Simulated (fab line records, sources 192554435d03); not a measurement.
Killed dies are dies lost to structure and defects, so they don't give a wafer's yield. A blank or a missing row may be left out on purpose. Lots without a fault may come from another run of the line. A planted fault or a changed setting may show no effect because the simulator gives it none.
fab line records | flow n5_finfet
record lots=5 wafers=15 last_day=17
route steps=1938 shown BEOL_M1@830 BEOL_M2@841
lots that met no fault: from a run of the same line without faults
start_h: hours from the record's first day to the start of the lot's first wafer shown | wait_h: hours since the lot's step before | " the same as in the row above | L1.1+2: a row that stands for several wafers | - no value, or no start given | * or withheld: withheld | < > ~ a bound
route shown NAME@n: a module of which the file shows steps, and the number in the route of the first | usual: mean/standard deviation of fault-free wafers | same: alike in all rows | chamber/n: place in a boat | sites: the reading at each site | _std_site: their standard deviation | _edge_site: outer sites' mean less inner sites' | radius_mm: how far each site lies from the wafer's centre | mask NAME#n: copy n | behind: the tool/chamber that last shaped the wafer | hold: why the lot was held/for how many hours/how that ended | device: the transistor (n, p or np) that didn't switch | end of line: the same wafers' tests at the end of the route | a step without rows: its recipe alone | killed: dies lost to structure and defects at the first sort, not the wafer's yield | map: a wafer's dies, x killed, . not, _ none there
set.NAME: the setting as run; set.NAME@STEP: as run at that earlier step | model.NAME: the simulator's own value behind a step, which no gauge read
lots at some steps of the route; a table a step, a row a wafer
services: from which hour (start_h, from the record's first day; less than 0 if before it) a tool's chamber was out of use, for how many hours, and why
## steps
# step N5_BEOL_M1_SPUTTER_96
# recipe material=Cu target_thk_a=45 temp_c=-20 chamber_pressure_pa=0.07 power_w=withheld time_s=8.29
# usual throttle_valve_pct=30.5/0.41
# same time_s=8.29
# columns lot.wafer tool chamber start_h wait_h throttle_valve_pct
L074.3 pvd_sputter-02 - 130.97 0.1 30.9
L074.4 " - " " 30.8
L074.6 " - " " 30.1
L086.1 pvd_sputter-01 - 206.79 0.1 29.6
L086.2 " - " " 30.4
L086.6 " - " " 30.7
L087.1 pvd_sputter-02 - 210.13 0.1 30.2
L087.4 " - " " 30.4
L087.5 " - " " 31.1
L094.2 pvd_sputter-03 - 255.64 0.1 30.3
L094.3 " - " " 29.8
L094.4 " - " " 30.1
L095.1 pvd_sputter-03 - 264.66 0.1 30.4
L095.3 " - " " 30.1
L095.4 " - " " 30.2
# step N5_BEOL_M1_ECD_50
# recipe material=Cu target_thk_a=3000
# columns lot.wafer tool chamber start_h wait_h
L074.3+4+6 ecd_cu-02 1,0,0 131.10 0.1
L086.1+2+6 ecd_cu-01 0,1,1 206.90 0.1
L087.1+4+5 ecd_cu-02 0,1,1 210.25 0.1
L094.2+3+4 ecd_cu-01 1,1,0 255.77 0.1
L095.1+3+4 ecd_cu-01 0,0,1 264.78 0.1
# step N5_BEOL_M1_ANNEAL_51
# recipe temp_c=225 time_s=90 ambient=N2
# usual anneal_temp_c_max=226.3/0.64 wafer_temp_C_max=226.26/0.28
# same time_s=90
# columns lot.wafer tool chamber start_h wait_h anneal_temp_c_max wafer_temp_C_max
L074.3 rtp_anneal-01 0 131.45 0.3 225.7 226.16
L074.4 " 0 " " 225.8 226.77
L074.6 " 0 " " 225.9 226.59
L086.1 rtp_anneal-01 0 206.98 0.1 225.4 226.07
L086.2 " 0 " " 225.6 226.35
L086.6 " 0 " " 225.5 225.95
L087.1 rtp_anneal-02 0 210.33 0.1 226.5 226.35
L087.4 " 0 " " 227.2 226.24
L087.5 " 0 " " 226.4 226.37
L094.2 rtp_anneal-01 0 256.05 0.3 226.0 226.68
L094.3 " 0 " " 225.7 226.10
L094.4 " 0 " " 225.8 226.51
L095.1 rtp_anneal-02 0 264.85 0.1 226.7 225.69
L095.3 " 0 " " 227.0 225.77
L095.4 " 0 " " 226.4 226.10
# step N5_BEOL_M1_CMP_52
# recipe stop_on=SiOC t_overpolish_s=6.8 down_force_psi=1 platen_rpm=50 clearing_platen_down_force_psi=1.5 clearing_platen_rpm=50 post_cmp_clean=cu_alkaline target_thk_nm=40 clearing_platen_pad_velocity_m_s=0.99484 pad_velocity_m_s=0.99484
# usual barrier_field_endpoint_s=24.7/0.58 clearing_platen_down_force_psi=1.500/0.0031 clearing_platen_rpm=50.000/0.026 motor_current_A=5.7/0.37 overpolish_run_s=6.800/0.009 pad_life_wafers=1212/380 time_to_endpoint_s=62.2/2.7
# columns lot.wafer tool chamber start_h wait_h barrier_field_endpoint_s clearing_platen_down_force_psi clearing_platen_rpm motor_current_A overpolish_run_s pad_life_wafers time_to_endpoint_s
L074.3 cmp-02 2 131.73 0.2 23.9 1.490 49.955 5.4 6.816 860 60.1
L074.4 " 3 " " 24.2 1.498 49.995 6.1 6.811 861 61.5
L074.6 " 0 " " 24.3 1.504 49.992 5.0 6.792 - 61.1
L086.1 cmp-02 1 207.40 0.4 23.8 1.497 49.952 6.1 6.805 1477 59.8
L086.2 " 2 " " 24.1 1.499 50.018 5.2 6.797 1478 58.6
L086.6 " 0 " " 23.5 1.500 50.008 5.1 6.807 - 57.2
L087.4 cmp-02 0 210.68 0.2 25.1 1.498 49.950 5.2 6.798 1501 63.6
L087.1 " 1 " " 24.1 1.501 49.993 5.5 6.802 1502 60.1
L087.5 " 0 " " 25.5 1.500 50.007 5.2 6.800 - 61.5
L094.3 cmp-04 0 256.32 0.2 24.1 1.495 49.963 6.2 6.800 1182 61.3
L094.2 " 1 " " 24.4 1.500 50.033 6.2 6.792 1183 62.9
L094.4 " 2 " " 24.4 1.502 49.947 5.6 6.786 1184 59.6
L095.4 cmp-04 3 265.15 0.1 26.0 1.502 50.011 5.5 6.803 1278 64.7
L095.3 " 0 " " 25.5 1.499 50.015 6.1 6.833 1279 63.8
L095.1 " 1 " " 24.9 1.497 49.987 5.9 6.806 1280 63.4
# step N5_BEOL_M1_THK_MEAS_53
# recipe thk_meas_gauge=xrf reads=Cu_of_BEOL_M1_ECD_50
# usual M1_THK=39.4/1.5
# columns lot.wafer tool chamber start_h wait_h M1_THK[nm]
L074.3 film_metro-01 - 131.95 - 38.3
L074.4 " - " " 38.9
L074.6 " - " " 40.2
L086.1 film_metro-01 - 207.66 - 36.7
L086.2 " - " " 37.2
L086.6 " - " " 40.5
L087.1 film_metro-02 - 210.93 - 37.9
L087.4 " - " " 40.5
L087.5 " - " " 42.0
L094.2 film_metro-02 - 256.63 0.2 40.5
L094.3 " - " " 41.2
L094.4 " - " " 41.1
L095.1 film_metro-02 - 265.45 - 38.9
L095.3 " - " " 40.0
L095.4 " - " " 41.0
# step N5_BEOL_M1_PRE_CLEAN_60
# recipe gas=NH3/H2 time_s=15 temp_c=* rf_power_w=300
# usual heater_power_outer_w=23/9.6 heater_power_w=89/12 rf_fwd_power_W=296.7/1.2
# same time_s=15
# columns lot.wafer tool chamber start_h wait_h heater_power_outer_w heater_power_w rf_fwd_power_W
L074.3 cvd_co-02 1 131.99 0.0 36 97 296.3
L074.4 " 2 " " 17 84 294.2
L074.6 " 1 " " 36 97 298.2
L086.1 cvd_co-01 1 207.69 0.0 20 82 297.6
L086.2 " 0 " " 12 71 297.8
L086.6 " 2 " " 37 106 294.7
L087.1 cvd_co-01 2 210.97 0.0 38 106 295.2
L087.4 " 1 " " 21 81 296.2
L087.5 " 2 " " 36 107 295.7
L094.2 cvd_co-02 2 256.67 0.0 19 86 296.7
L094.3 " 0 " " 17 92 295.7
L094.4 " 2 " " 17 86 295.1
L095.1 cvd_co-01 1 265.48 0.0 21 82 297.3
L095.3 " 2 " " 38 109 296.5
L095.4 " 2 " " 37 105 296.3
# step N5_BEOL_M1_CO_CAP_55
# recipe material=Co target_thk_a=20 temp_c=200 precursor=CCTBA/H2 pressure_torr=30 time_s=102.1
# usual chamber_pressure_Torr=30.01/0.065 heater_power_outer_w=127/12 heater_power_w=241/16
# same time_s=102.1
# columns lot.wafer tool chamber start_h wait_h chamber_pressure_Torr heater_power_outer_w heater_power_w
L074.3 cvd_co-02 1 132.03 0.0 29.99 140 252
L074.4 " 2 " " 29.99 121 232
L074.6 " 1 " " 30.04 144 248
L086.1 cvd_co-01 1 207.73 0.0 30.03 127 233
L086.2 " 0 " " 30.00 116 214
L086.6 " 2 " " 30.10 149 269
L087.1 cvd_co-01 2 211.01 0.0 29.98 143 266
L087.4 " 1 " " 30.06 123 235
L087.5 " 2 " " 29.99 141 264
L094.2 cvd_co-02 2 256.71 0.0 30.04 119 237
L094.3 " 0 " " 29.89 117 251
L094.4 " 2 " " 30.03 123 237
L095.1 cvd_co-01 1 265.52 0.0 30.07 124 232
L095.3 " 2 " " 30.01 146 269
L095.4 " 2 " " 30.06 146 264
# step N5_BEOL_M1_PRE_CLEAN_56
# recipe gas=NH3 time_s=15 temp_c=withheld rf_power_w=300
# usual rf_fwd_power_W=295.6/1.8
# same time_s=15
# columns lot.wafer tool chamber start_h wait_h rf_fwd_power_W
L074.3 pecvd-02 0 132.12 0.1 296.9
L074.4 " 1 " " 293.8
L074.6 " 0 " " 296.0
L086.1 pecvd-01 0 207.83 0.1 295.5
L086.2 " 1 " " 297.7
L086.6 " 1 " " 296.6
L087.1 pecvd-02 1 211.10 0.1 296.7
L087.4 " 1 " " 295.5
L087.5 " 0 " " 296.4
L094.2 pecvd-03 2 256.80 0.1 294.8
L094.3 " 1 " " 295.1
L094.4 " 1 " " 295.2
L095.1 pecvd-02 1 265.61 0.1 294.7
L095.3 " 2 " " 297.3
L095.4 " 2 " " 297.0
# step N5_BEOL_M1_DEP_57
# recipe material=SiCN target_thk_a=80 temp_c=withheld precursor=3MS/NH3 pressure_torr=3 rf_w=202 time_s=14
# usual chamber_pressure_Torr=2.999/0.0067 rf_fwd_power_W=199.8/1.1 showerhead_plenum_p_Torr=3.661/0.013 throttle_valve_pct=9.0/0.42
# same time_s=14
# columns lot.wafer tool chamber start_h wait_h chamber_pressure_Torr rf_fwd_power_W showerhead_plenum_p_Torr throttle_valve_pct
L074.3 pecvd-02 0 132.15 0.0 2.997 200.3 3.675 9.1
L074.4 " 1 " " 2.996 198.7 3.675 9.4
L074.6 " 0 " " 3.008 199.3 3.655 9.1
L086.1 pecvd-01 0 207.85 0.0 3.000 199.6 3.656 9.7
L086.2 " 1 " " 3.002 199.8 3.651 8.6
L086.6 " 1 " " 3.008 200.9 3.652 9.2
L087.1 pecvd-02 1 211.14 0.0 2.997 199.2 3.663 9.4
L087.4 " 1 " " 3.003 199.1 3.669 9.5
L087.5 " 0 " " 3.005 200.4 3.659 9.0
L094.2 pecvd-03 2 256.83 0.0 2.996 199.0 3.667 8.1
L094.3 " 1 " " 3.003 199.9 3.687 9.2
L094.4 " 1 " " 2.998 200.2 3.677 8.9
L095.1 pecvd-02 1 265.64 0.0 3.013 200.4 3.657 9.3
L095.3 " 2 " " 2.984 201.3 3.640 8.3
L095.4 " 2 " " 2.982 200.6 3.632 8.4
# step N5_BEOL_M1_RS_MEAS_58
# recipe thk_meas_gauge=four-point-probe reads=Co_of_BEOL_M1_CO_CAP_55+Cu_of_BEOL_M1_ECD_50+Co_of_BEOL_M1_CVD_47+TaN_of_BEOL_M1_ALD_84
# usual M1_RS=0.67/0.034
# columns lot.wafer tool chamber start_h wait_h M1_RS[ohm/sq]
L074.3 film_metro-02 - 132.21 0.1 0.70
L074.4 " - " " 0.69
L074.6 " - " " 0.66
L086.1 film_metro-01 - 207.92 0.0 0.74
L086.2 " - " " 0.72
L086.6 " - " " 0.65
L087.1 film_metro-02 - 211.22 0.1 0.70
L087.4 " - " " 0.64
L087.5 " - " " 0.61
L094.2 film_metro-02 - 256.89 0.1 0.64
L094.3 " - " " 0.63
L094.4 " - " " 0.63
L095.1 film_metro-01 - 265.71 0.0 0.67
L095.3 " - " " 0.65
L095.4 " - " " 0.62
# step N5_BEOL_M1_INSPECT_59
# recipe inspect_instrument=darkfield mode=post_dep
# usual raw_defect_count=76/23
# columns lot.wafer tool chamber start_h wait_h raw_defect_count
L074.3 defect_inspect-02 - 132.24 0.0 63
L074.4 " - " " 107
L074.6 " - " " 99
L086.1 defect_inspect-01 - 207.94 0.0 69
L086.2 " - " " 96
L086.6 " - " " 96
L087.1 defect_inspect-02 - 211.25 0.0 52
L087.4 " - " " 66
L087.5 " - " " 47
L094.2 defect_inspect-01 - 256.92 0.0 49
L094.3 " - " " 60
L094.4 " - " " 66
L095.1 defect_inspect-01 - 265.73 0.0 45
L095.3 " - " " 60
L095.4 " - " " 60
# step N5_BEOL_M2_ILD_DEP_00
# recipe material=SiOC target_thk_a=790 temp_c=350 precursor=DEMS/O2 pressure_torr=5 rf_w=500 time_s=15.3
# usual chamber_pressure_Torr=4.999/0.011 heater_power_outer_w=265/44 heater_power_w=499/68 rf_fwd_power_W=493.7/2.2 showerhead_plenum_p_Torr=5.693/0.012 throttle_valve_pct=12.0/0.64
# same time_s=15.3
# columns lot.wafer tool chamber start_h wait_h chamber_pressure_Torr heater_power_outer_w heater_power_w rf_fwd_power_W showerhead_plenum_p_Torr throttle_valve_pct
L074.3 pecvd-02 2 132.27 0.0 4.985 296 599 495.2 5.664 12.0
L074.4 " 1 " " 5.005 327 591 491.8 5.697 12.1
L074.6 " 2 " " 5.002 292 612 496.7 5.673 12.1
L086.1 pecvd-02 0 207.98 0.0 5.010 213 429 500.0 5.683 12.1
L086.2 " 1 " " 4.991 340 593 493.3 5.681 12.2
L086.6 " 0 " " 5.003 220 440 496.9 5.707 12.1
L087.1 pecvd-02 1 211.29 0.0 4.993 344 597 490.5 5.694 12.3
L087.4 " 1 " " 4.990 331 597 491.4 5.694 12.2
L087.5 " 1 " " 4.995 340 592 495.0 5.689 12.3
L094.2 pecvd-04 1 256.96 0.0 5.006 249 446 489.7 5.713 11.8
L094.3 " 0 " " 5.004 297 531 496.2 5.697 13.2
L094.4 " 0 " " 5.015 305 535 494.9 5.690 12.6
L095.1 pecvd-01 1 265.77 0.0 4.994 231 446 496.8 5.678 12.0
L095.3 " 2 " " 4.989 244 502 491.9 5.704 11.9
L095.4 " 1 " " 4.994 231 448 496.9 5.679 11.7
# step N5_BEOL_M2_THK_MEAS_01
# recipe reads=SiOC_of_BEOL_M2_ILD_DEP_00
# usual M2_ILD_THK=79.3/0.93
# columns lot.wafer tool chamber start_h wait_h M2_ILD_THK[nm]
L074.3 film_metro-01 - 132.34 0.1 78.3
L074.4 " - " " 80.1
L074.6 " - " " 79.8
L086.1 film_metro-02 - 208.06 0.1 79.8
L086.2 " - " " 79.4
L086.6 " - " " 80.2
L087.1 film_metro-01 - 211.37 0.1 78.3
L087.4 " - " " 79.6
L087.5 " - " " 78.8
L094.2 film_metro-02 - 257.02 0.1 80.2
L094.3 " - " " 79.8
L094.4 " - " " 81.4
L095.1 film_metro-02 - 265.84 0.0 78.1
L095.3 " - " " 78.8
L095.4 " - " " 78.7
# step N5_BEOL_M2_PECVD_72
# recipe material=SiO2 target_thk_a=160 temp_c=400 precursor=TEOS/O2 pressure_torr=5.5 rf_w=450 teos_flow_sccm=53.8 gas=O2 flow_sccm=3000 time_s=18
# usual chamber_pressure_Torr=5.501/0.012 heater_power_outer_w=421/60 heater_power_w=732/81 rf_fwd_power_W=445.1/2 showerhead_plenum_p_Torr=8.76/0.053 throttle_valve_pct=22.5/1.1
# same time_s=18
# columns lot.wafer tool chamber start_h wait_h chamber_pressure_Torr heater_power_outer_w heater_power_w rf_fwd_power_W showerhead_plenum_p_Torr throttle_valve_pct
L074.3 pecvd-02 0 132.38 0.0 5.501 349 627 447.2 8.76 22.2
L074.4 " 0 " " 5.498 347 628 448.9 8.78 22.3
L074.6 " 1 " " 5.516 485 826 442.8 8.79 22.7
L086.1 pecvd-04 2 208.10 0.0 5.526 427 713 444.4 8.83 20.8
L086.2 " 1 " " 5.497 407 681 442.8 8.81 21.5
L086.6 " 0 " " 5.489 558 879 443.2 8.76 24.5
L087.1 pecvd-02 1 211.41 0.0 5.509 427 712 444.6 8.78 22.8
L087.4 " 0 " " 5.488 371 688 447.4 8.76 22.4
L087.5 " 0 " " 5.489 383 677 445.2 8.74 22.4
L094.2 pecvd-04 1 257.06 0.0 5.489 400 654 440.1 8.80 21.5
L094.3 " 0 " " 5.492 516 844 441.3 8.77 24.5
L094.4 " 2 " " 5.516 429 721 446.1 8.85 20.8
L095.1 pecvd-02 0 265.87 0.0 5.510 319 581 446.8 8.77 22.8
L095.3 " 2 " " 5.495 427 854 450.1 8.66 21.1
L095.4 " 2 " " 5.494 438 820 446.6 8.66 21.3
# step N5_BEOL_M2_HM_DEP_02
# recipe material=TiN target_thk_a=200 temp_c=25 chamber_pressure_pa=0.49996
# usual throttle_valve_pct=30.3/0.43
# columns lot.wafer tool chamber start_h wait_h throttle_valve_pct
L074.3 pvd_sputter-01 - 132.54 0.1 31.1
L074.4 " - " " 30.6
L074.6 " - " " 30.7
L086.1 pvd_sputter-03 - 208.20 0.1 30.0
L086.2 " - " " 30.0
L086.6 " - " " 29.7
L087.1 pvd_sputter-01 - 212.55 1.1 30.2
L087.4 " - " " 30.3
L087.5 " - " " 29.8
L094.2 pvd_sputter-03 - 258.00 0.9 30.3
L094.3 " - " " 29.9
L094.4 " - " " 30.4
L095.1 pvd_sputter-03 - 267.16 1.3 30.1
L095.3 " - " " 29.9
L095.4 " - " " 30.7
# step N5_BEOL_M2_COAT_61
# recipe resist=SOC temp_c=250 time_s=60 spin_rpm=1500 resist_thk_nm=60
# usual heater_power_total_W=500.7/1.8
# same time_s=60
# columns lot.wafer tool chamber start_h wait_h heater_power_total_W
L074.3 litho_track-02 0 132.66 0.1 502.5
L074.4 " 0 " " 502.0
L074.6 " 0 " " 498.2
L086.1 litho_track-03 0 208.32 0.1 498.8
L086.2 " 0 " " 501.6
L086.6 " 0 " " 502.7
L087.1 litho_track-04 0 212.67 0.1 502.5
L087.4 " 0 " " 499.5
L087.5 " 0 " " 498.3
L094.2 litho_track-04 0 258.13 0.1 503.1
L094.3 " 0 " " 500.3
L094.4 " 0 " " 500.2
L095.1 litho_track-03 0 267.29 0.1 502.3
L095.3 " 0 " " 497.5
L095.4 " 0 " " 502.0
# step N5_BEOL_M2_COAT_62
# recipe resist=SiARC temp_c=220 time_s=60 spin_rpm=1500 resist_thk_nm=12
# usual heater_power_total_W=427.6/2.1
# same time_s=60
# columns lot.wafer tool chamber start_h wait_h heater_power_total_W
L074.3 litho_track-02 0 - - 429.3
L074.4 " 0 " " 428.4
L074.6 " 0 " " 427.6
L086.1 litho_track-03 0 - - 426.2
L086.2 " 0 " " 428.1
L086.6 " 0 " " 425.4
L087.1 litho_track-04 0 - - 430.2
L087.4 " 0 " " 427.5
L087.5 " 0 " " 426.7
L094.2 litho_track-04 0 - - 428.5
L094.3 " 0 " " 426.9
L094.4 " 0 " " 426.4
L095.1 litho_track-03 0 - - 427.7
L095.3 " 0 " " 427.1
L095.4 " 0 " " 427.7
# step N5_BEOL_M2_COAT_73
# recipe resist=underlayer temp_c=205 time_s=60 spin_rpm=1500 resist_thk_nm=5
# usual heater_power_total_W=391.8/1.3
# same time_s=60
# columns lot.wafer tool chamber start_h wait_h heater_power_total_W
L074.3 litho_track-02 0 - - 392.1
L074.4 " 0 " " 392.7
L074.6 " 0 " " 394.1
L086.1 litho_track-03 0 - - 390.6
L086.2 " 0 " " 390.3
L086.6 " 0 " " 389.8
L087.1 litho_track-04 0 - - 391.5
L087.4 " 0 " " 390.4
L087.5 " 0 " " 390.8
L094.2 litho_track-04 0 - - 392.6
L094.3 " 0 " " 393.0
L094.4 " 0 " " 389.8
L095.1 litho_track-03 0 - - 390.7
L095.3 " 0 " " 390.7
L095.4 " 0 " " 392.6
# step N5_BEOL_M2_COAT_05
# recipe resist=CAR-EUV spin_rpm=1500 resist_thk_nm=30
# columns lot.wafer tool chamber start_h wait_h
L074.3+4+6 litho_track-02 0 - -
L086.1+2+6 litho_track-03 0 - -
L087.1+4+5 litho_track-04 0 - -
L094.2+3+4 litho_track-04 0 - -
L095.1+3+4 litho_track-03 0 - -
# step N5_BEOL_M2_EBR_07
# recipe solvent=PGMEA ebr_width_mm=1.5
# columns lot.wafer tool chamber start_h wait_h
L074.3+4+6 litho_track-02 0 - -
L086.1+2+6 litho_track-03 0 - -
L087.1+4+5 litho_track-04 0 - -
L094.2+3+4 litho_track-04 0 - -
L095.1+3+4 litho_track-03 0 - -
# step N5_BEOL_M2_SOFTBAKE_06
# recipe temp_c=110 time_s=60 resist=CAR-EUV
# usual heater_power_total_W=175.3/1.6
# same time_s=60
# columns lot.wafer tool chamber start_h wait_h heater_power_total_W
L074.3 litho_track-02 0 - - 177.6
L074.4 " 0 " " 173.4
L074.6 " 0 " " 174.4
L086.1 litho_track-03 0 - - 173.0
L086.2 " 0 " " 175.0
L086.6 " 0 " " 173.1
L087.1 litho_track-04 0 - - 173.3
L087.4 " 0 " " 177.6
L087.5 " 0 " " 173.0
L094.2 litho_track-04 0 - - 173.9
L094.3 " 0 " " 175.5
L094.4 " 0 " " 173.2
L095.1 litho_track-03 0 - - 177.2
L095.3 " 0 " " 176.4
L095.4 " 0 " " 177.0
# step N5_BEOL_M2_EXPOSE_08
# recipe mask_id=M2 na=0.33 source_shape=dipole sigma_inner=0.369 sigma_outer=0.767 polarization=unpolarized dose_mj=41.25
# same sigma_inner=0.369
# columns lot.wafer tool chamber start_h wait_h mask
L074.3+4+6 euv_scanner-02 0 132.86 - M2#0
L086.1+2+6 euv_scanner-02 0 208.46 - M2#0
L087.1+4+5 euv_scanner-02 0 212.81 - M2#0
L094.2+3+4 euv_scanner-01 0 258.27 - M2#0
L095.1+3+4 euv_scanner-02 0 267.55 - M2#0
# step N5_BEOL_M2_PEB_09
# recipe peb_temp_c=100 peb_time_s=60 resist=CAR-EUV
# usual heater_power_total_W=154.1/1
# columns lot.wafer tool chamber start_h wait_h heater_power_total_W
L074.3 litho_track-02 0 132.91 0.0 154.7
L074.4 " 0 " " 154.7
L074.6 " 0 " " 155.3
L086.1 litho_track-04 0 208.53 0.1 153.5
L086.2 " 0 " " 154.0
L086.6 " 0 " " 152.8
L087.1 litho_track-02 0 212.87 0.1 152.4
L087.4 " 0 " " 153.5
L087.5 " 0 " " 155.5
L094.2 litho_track-02 0 258.33 0.1 154.2
L094.3 " 0 " " 155.1
L094.4 " 0 " " 152.6
L095.1 litho_track-04 0 267.61 0.1 154.0
L095.3 " 0 " " 153.4
L095.4 " 0 " " 153.9
# step N5_BEOL_M2_DEVELOP_10
# recipe develop_time_s=30 developer=TMAH resist=CAR-EUV rinse_liquid=surfactant_rinse dry=air_spin dev_temp_c=23
# columns lot.wafer tool chamber start_h wait_h
L074.3+4+6 litho_track-02 0 - -
L086.1+2+6 litho_track-04 0 - -
L087.1+4+5 litho_track-02 0 - -
L094.2+3+4 litho_track-02 0 - -
L095.1+3+4 litho_track-04 0 - -
# step N5_BEOL_M2_CD_MEAS_11
# recipe target_cd_nm=16.79 landing_energy_ev=500 detector=se_inlens polarity=opening
# usual cd_nm=16.78/0.23
# columns lot.wafer tool chamber start_h wait_h cd_nm
L074.3 cd_sem-02 0 132.98 - 16.91
L074.4 " 0 " " 16.69
L074.6 " 0 " " 16.94
L086.1 cd_sem-01 0 208.59 - 16.93
L086.2 " 0 " " 16.73
L086.6 " 0 " " 16.93
L087.1 cd_sem-01 0 212.94 - 16.42
L087.4 " 0 " " 16.93
L087.5 " 0 " " 16.96
L094.2 cd_sem-01 0 258.39 - 17.01
L094.3 " 0 " " 17.13
L094.4 " 0 " " 16.83
L095.1 cd_sem-01 0 267.68 - 16.93
L095.3 " 0 " " 16.64
L095.4 " 0 " " 16.84
# step N5_BEOL_M2_OVL_MEAS_12
# recipe points_per_wafer=522
# usual M2_OVL=-0.2/0.65
# columns lot.wafer tool chamber start_h wait_h M2_OVL[nm]
L074.3 overlay-02 0 133.02 0.0 0.4
L074.4 " 0 " " -0.4
L074.6 " 0 " " -1.3
L086.1 overlay-01 0 208.62 0.0 -0.4
L086.2 " 0 " " 0.5
L086.6 " 0 " " 0.1
L087.1 overlay-02 0 212.97 0.0 -0.5
L087.4 " 0 " " 0.6
L087.5 " 0 " " -1.0
L094.2 overlay-01 0 258.43 0.0 -1.3
L094.3 " 0 " " -0.1
L094.4 " 0 " " -0.9
L095.1 overlay-01 0 267.71 0.0 -0.7
L095.3 " 0 " " -0.3
L095.4 " 0 " " 0.3
# step N5_BEOL_M2_INSPECT_13
# recipe mode=adi inspect_instrument=brightfield
# usual raw_defect_count=417/94
# columns lot.wafer tool chamber start_h wait_h raw_defect_count
L074.3 defect_inspect-01 - 133.06 0.0 303
L074.4 " - " " 327
L074.6 " - " " 535
L086.1 defect_inspect-02 - 208.68 0.1 336
L086.2 " - " " 452
L086.6 " - " " 312
L087.1 defect_inspect-02 - 213.03 0.1 367
L087.4 " - " " 384
L087.5 " - " " 427
L094.2 defect_inspect-02 - 258.48 0.0 328
L094.3 " - " " 298
L094.4 " - " " 389
L095.1 defect_inspect-01 - 267.78 0.1 396
L095.3 " - " " 301
L095.4 " - " " 369
# step N5_BEOL_M2_DESCUM_16
# recipe chemistry=O2 time_s=7 source_power_w=50 bias_power_w=20 pressure_mtorr=20 rf_frequency_hz=2.712e+07 temp_c=40 resist=CAR-EUV o2_flow_sccm=225
# usual drypump_motor_current_A=5.7/0.48 o2_flow_sccm=225.2/0.63 oes_product_au=0.76/0.089 rf_fwd_power_W=49.42/0.25 rf_vpp_V=242.5/0.92 showerhead_plenum_p_Torr=2.06/0.031 throttle_valve_pct=20.49/0.25
# same time_s=7
# columns lot.wafer tool chamber start_h wait_h drypump_motor_current_A o2_flow_sccm oes_product_au rf_fwd_power_W rf_hours_counter_h rf_vpp_V showerhead_plenum_p_Torr throttle_valve_pct
L074.3 rie_diel-02 2 133.10 0.0 5.9 224.7 0.75 49.28 157 243.1 2.08 20.76
L074.4 " 1 " " 6.1 225.3 0.73 49.53 147 243.6 2.10 20.24
L074.6 " 0 " " 5.6 224.3 0.80 49.39 - 242.1 2.03 20.45
L086.1 rie_diel-05 0 208.77 0.1 5.1 224.9 0.67 49.59 245 241.5 2.07 20.46
L086.2 " 1 " " 6.0 224.8 0.97 48.73 1 243.3 2.06 20.11
L086.6 " 3 " " 5.7 225.2 0.70 49.61 - 242.1 2.07 20.88
L087.1 rie_diel-02 0 213.06 0.0 5.6 226.2 0.78 49.48 125 241.1 2.02 20.49
L087.4 " 3 " " 6.0 225.6 0.75 49.08 129 242.5 2.10 20.35
L087.5 " 2 " " 6.0 225.0 0.73 49.68 - 242.8 2.07 20.82
L094.2 rie_diel-05 2 258.52 0.0 5.2 224.4 0.70 49.74 208 241.7 1.98 20.55
L094.3 " 3 " " 5.7 225.1 0.68 49.68 247 243.8 2.06 20.91
L094.4 " 0 " " 5.1 225.7 0.96 49.85 5 242.2 2.07 20.11
L095.1 rie_diel-01 0 267.93 0.2 6.6 224.8 0.82 49.42 78 242.1 2.03 20.07
L095.3 " 2 " " 5.7 225.4 0.88 49.17 43 241.7 2.04 20.45
L095.4 " 3 " " 4.8 223.9 0.70 49.47 231 242.8 2.06 20.62
# step N5_BEOL_M2_ETCH_74
# recipe chemistry=N2/H2 target=underlayer target_depth_a=65 mask_material=CAR-EUV time_s=5.2 ion_energy_ev=200 pressure_mtorr=30 source_w=840 bias_w=150 n2_flow_sccm=200 h2_flow_sccm=200 ends=cleared
# usual drypump_motor_current_A=5.7/0.48 etch_rf_on_time_s=5.20/0.1 oes_product_au=0.65/0.079 rf_fwd_power_W=819.4/2.4 rf_vpp_V=522.6/1.6 showerhead_plenum_p_Torr=2.50/0.037 throttle_valve_pct=17.90/0.27
# columns lot.wafer tool chamber start_h wait_h drypump_motor_current_A etch_rf_on_time_s oes_product_au rf_fwd_power_W rf_hours_counter_h rf_vpp_V showerhead_plenum_p_Torr throttle_valve_pct
L074.3 rie_diel-02 2 133.13 0.0 6.0 5.33 0.63 823.6 157 522.7 2.54 18.27
L074.4 " 1 " " 6.1 5.10 0.63 819.0 147 523.7 2.56 17.70
L074.6 " 0 " " 5.6 5.06 0.69 819.7 - 520.7 2.46 17.76
L086.1 rie_diel-05 0 208.81 0.0 5.1 5.28 0.58 817.3 245 523.5 2.51 17.91
L086.2 " 1 " " 6.0 5.11 0.84 816.9 1 521.7 2.49 17.39
L086.6 " 3 " " 5.7 5.23 0.58 814.4 - 521.7 2.50 18.24
L087.1 rie_diel-02 0 213.10 0.0 5.6 5.17 0.65 821.4 125 519.6 2.45 17.80
L087.4 " 3 " " 6.0 5.16 0.64 821.5 129 526.7 2.55 17.77
L087.5 " 2 " " 6.0 5.40 0.62 820.4 - 523.0 2.53 18.32
L094.2 rie_diel-05 2 258.55 0.0 5.1 5.27 0.59 817.7 208 518.2 2.42 18.05
L094.3 " 3 " " 5.8 5.33 0.58 816.3 247 522.8 2.49 18.27
L094.4 " 0 " " 5.1 5.14 0.81 815.9 5 523.3 2.50 17.48
L095.1 rie_diel-01 0 267.96 0.0 6.5 5.19 0.70 816.5 78 523.2 2.48 17.47
L095.3 " 2 " " 5.7 5.09 0.76 815.7 43 522.5 2.48 17.83
L095.4 " 3 " " 4.7 5.25 0.59 820.1 231 521.6 2.51 18.20
## services
# columns tool chamber start_h hours kind
pecvd-02 1 114.91 3.9 repair
pecvd-02 - 115.03 2.8 pm
euv_scanner-02 - 117.22 1.0 pm
ecd_cu-01 - 119.49 3.6 repair
cmp-02 - 121.46 6.8 pm
pecvd-02 - 126.84 1.8 repair
euv_scanner-02 - 139.85 12.0 pm
rie_diel-05 0 141.50 9.7 repair
cvd_co-01 0 141.91 7.2 repair
pvd_sputter-01 - 141.96 1.9 repair
pecvd-01 2 153.56 4.9 repair
pecvd-02 - 153.91 0.3 repair
euv_scanner-02 - 161.11 0.4 repair
rie_diel-05 1 163.92 15.8 repair
euv_scanner-02 - 166.95 1.0 repair
euv_scanner-02 - 173.37 1.0 pm
euv_scanner-02 - 181.48 2.6 repair
euv_scanner-02 - 190.54 5.8 pm
rie_diel-05 3 217.36 2.8 repair
euv_scanner-02 - 228.60 1.3 repair
euv_scanner-02 - 229.92 1.0 pm
cvd_co-02 - 231.43 0.3 repair
euv_scanner-02 - 233.02 1.0 repair
euv_scanner-02 - 239.56 21.8 repair
## key
fault none
